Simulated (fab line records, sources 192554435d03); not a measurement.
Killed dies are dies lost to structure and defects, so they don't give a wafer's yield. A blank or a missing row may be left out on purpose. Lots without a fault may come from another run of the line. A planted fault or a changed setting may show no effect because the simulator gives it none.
Which tool did it? | flow n5_finfet | 9 lots, 27 wafers sampled, at 3 steps of a route of 1938

WHAT THE GAUGES READ, wafer by wafer
N5_BEOL_M8_OCD_MEAS_38.
lot  | measured     | on     | trench_depth_nm (nm)
L492 | day 10 13:53 | ocd-02 | 93.6 90.6 93.5
L495 | day 11 12:04 | ocd-01 | 90.6 90.0 91.1
L497 | day 12 12:23 | ocd-02 | 91.9 95.2 94.7
L500 | day 13 22:11 | ocd-01 | 99.5 104.1 99.9
L502 | day 14 14:27 | ocd-02 | 100.5 101.7 104.5
L503 | day 15 03:52 | ocd-02 | 95.3 95.8 95.7
L511 | day 16 01:39 | ocd-01 | 95.4 95.6 95.6
L512 | day 16 07:45 | ocd-01 | 93.7 95.7 95.3
L514 | day 17 13:35 | ocd-02 | 93.3 90.9 93.3

WHICH TOOL RAN EACH LOT (tool, then ch and the chambers of the sampled wafers, then the start)
lot  | N5_BEOL_M8_ETCH_72                 | N5_BEOL_M8_TRENCH_ETCH_37
L492 | rie_diel-06 ch 2,3, day 10 13:29   | rie_diel-06 ch 2,3, day 10 13:44
L495 | rie_diel-01 ch 1,2, day 11 11:40   | rie_diel-01 ch 1,2, day 11 11:55
L497 | rie_diel-04 ch 0,2,3, day 12 11:59 | rie_diel-04 ch 0,2,3, day 12 12:14
L500 | rie_diel-01 ch 1,3, day 13 21:47   | rie_diel-01 ch 1,3, day 13 22:02
L502 | rie_diel-01 ch 0,2,3, day 14 14:03 | rie_diel-01 ch 0,2,3, day 14 14:17
L503 | rie_diel-04 ch 0,3, day 15 03:17   | rie_diel-04 ch 0,3, day 15 03:38
L511 | rie_diel-04 ch 0,3, day 16 01:15   | rie_diel-04 ch 0,3, day 16 01:29
L512 | rie_diel-04 ch 0,2,3, day 16 07:21 | rie_diel-04 ch 0,2,3, day 16 07:35
L514 | rie_diel-01 ch 0,1,3, day 17 13:12 | rie_diel-01 ch 0,1,3, day 17 13:26
- N5_BEOL_M8_ETCH_72: etches underlayer in N2/H2, target depth 6.5 nm, time 5.2 s.
- N5_BEOL_M8_TRENCH_ETCH_37: etches SiCOH lowk in C4F6/O2, target depth 93.478 nm, time 31.2 s.

THE ANSWER, worked out from the rows above alone
Rule: what is usual is taken from the lots themselves. Put in order of their means at a reading, lots are off if they are a third of the lots or fewer, leave a main group of 4 or more, and stand apart from it by a gap of 3 or more times the standard deviation of the main group's means; of several such gaps the widest counts. A main group whose means are all the same, to the digits that the tables above print for the reading, isn't used. A lot without any number at a reading at which 4 lots or more have one is off too. The other lots that the step has rows for count as sound.
Off: L500, L502, at N5_BEOL_M8_OCD_MEAS_38 (trench_depth_nm). The main group: mean 93.7 nm, standard deviation 1.7.
A tool fits if, at a process step before that reading, it ran every lot that is off, and no sound lot after the first of them. The gauges at N5_BEOL_M8_OCD_MEAS_38 are tried like those tools. None of those tried fits.

WHAT THE SIMULATOR HAD PUT IN
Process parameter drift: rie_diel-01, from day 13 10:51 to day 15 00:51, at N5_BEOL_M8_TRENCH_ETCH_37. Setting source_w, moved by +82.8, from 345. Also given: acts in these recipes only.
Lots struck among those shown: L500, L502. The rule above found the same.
